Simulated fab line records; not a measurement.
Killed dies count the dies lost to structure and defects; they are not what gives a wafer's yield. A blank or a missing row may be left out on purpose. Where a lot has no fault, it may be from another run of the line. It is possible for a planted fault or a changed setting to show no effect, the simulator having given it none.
Chamber matching | flow n5 finfet | rie diel-06 running N5_BEOL_M0_STRIP_140: 4 sister chambers
The step strips in CF4. 8 wafers are shown with their chamber, then 9 later ones without.

WAFERS, EACH WITH ITS CHAMBER
wafer  | chamber | showerhead plenum p Torr (Torr) | throttle valve pct (%)
L082.6 | 0       | 1.86                            | 13.54
L086.5 | 1       | 1.79                            | 14.02
L088.1 | 1       | 1.79                            | 14.00
L088.5 | 3       | 1.88                            | 13.70
L088.6 | 2       | 1.71                            | 13.75
L091.4 | 3       | 1.88                            | 13.74
L091.5 | 2       | 1.71                            | 13.74
L091.6 | 0       | 1.85                            | 13.57

WAFERS WITH NO CHAMBER GIVEN
wafer  | showerhead plenum p Torr (Torr) | throttle valve pct (%)
L092.1 | 1.71                            | 13.74
L092.2 | 1.85                            | 13.58
L092.4 | 1.88                            | 13.74
L096.1 | 1.85                            | 13.63
L096.4 | 1.87                            | 13.76
L096.5 | 1.71                            | 13.80
L097.1 | 1.87                            | 13.77
L097.4 | 1.71                            | 13.76
L097.6 | 1.71                            | 13.78

THE CHAMBER EACH PASSED THROUGH
wafer  | from the rows above | in truth
L092.1 | 2                   | 2
L092.2 | 0                   | 0
L092.4 | 3                   | 3
L096.1 | 0                   | 0
L096.4 | 3                   | 3
L096.5 | 2                   | 2
L097.1 | 3                   | 3
L097.4 | 2                   | 2
L097.6 | 2                   | 2
Placed correctly: 9 of 9. From these rows, 0 cannot be placed. Wrongly placed: 0.
How it was worked out, from the rows above alone: a wafer's distance from a chamber is the root of the sum, over the readings, of the square of ((its reading less the chamber's mean) divided by the reading's scatter). The wafer belongs to the nearest chamber; if the next one is less than 2 further off, it can't be placed. For every chamber, the mean is computed from those of its wafers that are shown. How the scatter is found: for the shown wafers, subtract from each reading the mean of its chamber, square and add these, divide the total by (wafers less chambers), then take the root.
